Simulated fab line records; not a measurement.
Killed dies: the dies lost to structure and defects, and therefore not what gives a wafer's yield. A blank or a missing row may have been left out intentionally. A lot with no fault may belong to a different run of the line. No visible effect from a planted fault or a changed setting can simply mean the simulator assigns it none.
Chamber matching | flow n5Finfet | N5_BEOL_M1_ETCH_70 on rieDiel-01 has 4 sister chambers
The step etches SOC in N2/H2, target depth 80 nm, overetch 16 nm, time 120 s. 18 wafers are shown with their chamber, then 9 later ones without.

== WAFERS WITH THEIR CHAMBER ==
wafer  | chamber | drypumpMotorCurrentA (A) | throttleValvePct (%) | showerheadPlenumPTorr (Torr)
L075.2 | 0       | 5.5                      | 17.4                 | 2.59
L075.4 | 1       | 6.6                      | 17.5                 | 2.41
L075.6 | 0       | 5.6                      | 17.4                 | 2.59
L077.1 | 0       | 5.5                      | 17.4                 | 2.59
L077.4 | 1       | 6.6                      | 17.5                 | 2.40
L077.6 | 1       | 6.6                      | 17.5                 | 2.40
L080.1 | 3       | 6.6                      | 18.1                 | 2.65
L080.3 | 1       | 6.6                      | 17.5                 | 2.40
L080.6 | 1       | 6.6                      | 17.5                 | 2.40
L081.1 | 0       | 5.5                      | 17.4                 | 2.58
L081.2 | 1       | 6.6                      | 17.5                 | 2.40
L081.5 | 1       | 6.6                      | 17.5                 | 2.40
L084.2 | 3       | 6.6                      | 18.1                 | 2.65
L084.3 | 0       | 5.6                      | 17.4                 | 2.58
L084.4 | 2       | 5.7                      | 18.1                 | 2.48
L090.3 | 0       | 5.6                      | 17.4                 | 2.58
L090.4 | 1       | 6.6                      | 17.6                 | 2.39
L090.6 | 0       | 5.6                      | 17.4                 | 2.58

SIGNATURES, as means of the wafers listed above
reading               | chamber 0 | chamber 1 | chamber 2 | chamber 3 | scatter within a chamber
drypumpMotorCurrentA  | 5.557     | 6.600     | 5.700     | 6.600     | 0.035
throttleValvePct      | 17.400    | 17.512    | 18.100    | 18.100    | 0.025
showerheadPlenumPTorr | 2.5843    | 2.4000    | 2.4800    | 2.6500    | 0.00515
Rule: distance of a wafer from a chamber = root of the sum over the readings of ((wafer's reading minus chamber's mean) / reading's scatter) squared. The wafer belongs to the nearest chamber; if the next one is less than 2 further off, it can't be placed. The scatter is the square root of a quotient: the sum, over the shown wafers, of each reading's squared deviation from its chamber's mean, divided by wafers minus chambers.

== WAFERS WITH NO CHAMBER GIVEN ==
wafer  | drypumpMotorCurrentA (A) | throttleValvePct (%) | showerheadPlenumPTorr (Torr)
L091.1 | 6.6                      | 17.6                 | 2.39
L091.5 | 6.6                      | 17.6                 | 2.39
L091.6 | 5.6                      | 17.4                 | 2.57
L093.1 | 6.6                      | 17.6                 | 2.39
L093.4 | 6.6                      | 18.2                 | 2.64
L093.6 | 5.5                      | 17.4                 | 2.57
L095.3 | 5.6                      | 17.5                 | 2.57
L095.5 | 5.6                      | 17.5                 | 2.57
L095.6 | 6.6                      | 18.2                 | 2.64

== EACH ONE'S CHAMBER ==
wafer  | from the rows above | in truth
L091.1 | 1                   | 1
L091.5 | 1                   | 1
L091.6 | 0                   | 0
L093.1 | 1                   | 1
L093.4 | 3                   | 3
L093.6 | 0                   | 0
L095.3 | 0                   | 0
L095.5 | 0                   | 0
L095.6 | 3                   | 3
Correctly placed: 9 of 9. Number that these rows cannot place: 0. Number placed wrongly: 0.
